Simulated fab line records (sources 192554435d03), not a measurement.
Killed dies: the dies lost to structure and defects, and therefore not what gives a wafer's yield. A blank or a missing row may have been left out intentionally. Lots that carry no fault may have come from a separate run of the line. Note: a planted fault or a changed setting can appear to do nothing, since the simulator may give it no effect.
Chamber matching ; flow n5-finfet ; N5_BEOL_M12_TRENCH_ETCH_34 on rie-diel-02: 4 sister chambers
The step etches SiOC in C4F8/O2/Ar, target depth 318.95 nm, time 125.5 s. 8 wafers are shown with their chamber, then 7 later ones without.

## EACH WAFER AND ITS CHAMBER
wafer;chamber;showerhead-plenum-p-Torr (Torr);throttle-valve-pct (%)
L074.2;1;3.62;23.87
L082.1;3;3.51;23.98
L082.5;3;3.51;23.98
L084.1;1;3.61;23.88
L084.3;2;3.27;24.30
L084.4;0;3.44;24.12
L087.1;0;3.44;24.13
L087.3;2;3.26;24.32

## WAFERS MISSING THEIR CHAMBER
wafer;showerhead-plenum-p-Torr (Torr);throttle-valve-pct (%)
L087.6;3.60;23.89
L094.1;3.25;24.33
L094.3;3.59;23.91
L094.5;3.50;23.80
L097.1;3.49;23.81
L097.3;3.43;24.15
L097.5;3.59;23.94

## WHICH CHAMBER EACH WENT THROUGH
wafer;from the rows above;in truth
L087.6;1;1
L094.1;2;2
L094.3;1;1
L094.5;3;3
L097.1;3;3
L097.3;0;0
L097.5;1;1
Correct placement for 7 of the 7. Number that these rows cannot place: 0. Number placed wrongly: 0.
How it was worked out, from the rows above alone: a wafer's distance from a chamber is the root of the sum, over the readings, of the square of ((its reading less the chamber's mean) divided by the reading's scatter). The wafer belongs to the nearest chamber; if the next one is less than 2 further off, it can't be placed. Each chamber's mean is taken over the wafers shown for it. How the scatter is found: for the shown wafers, subtract from each reading the mean of its chamber, square and add these, divide the total by (wafers less chambers), then take the root.
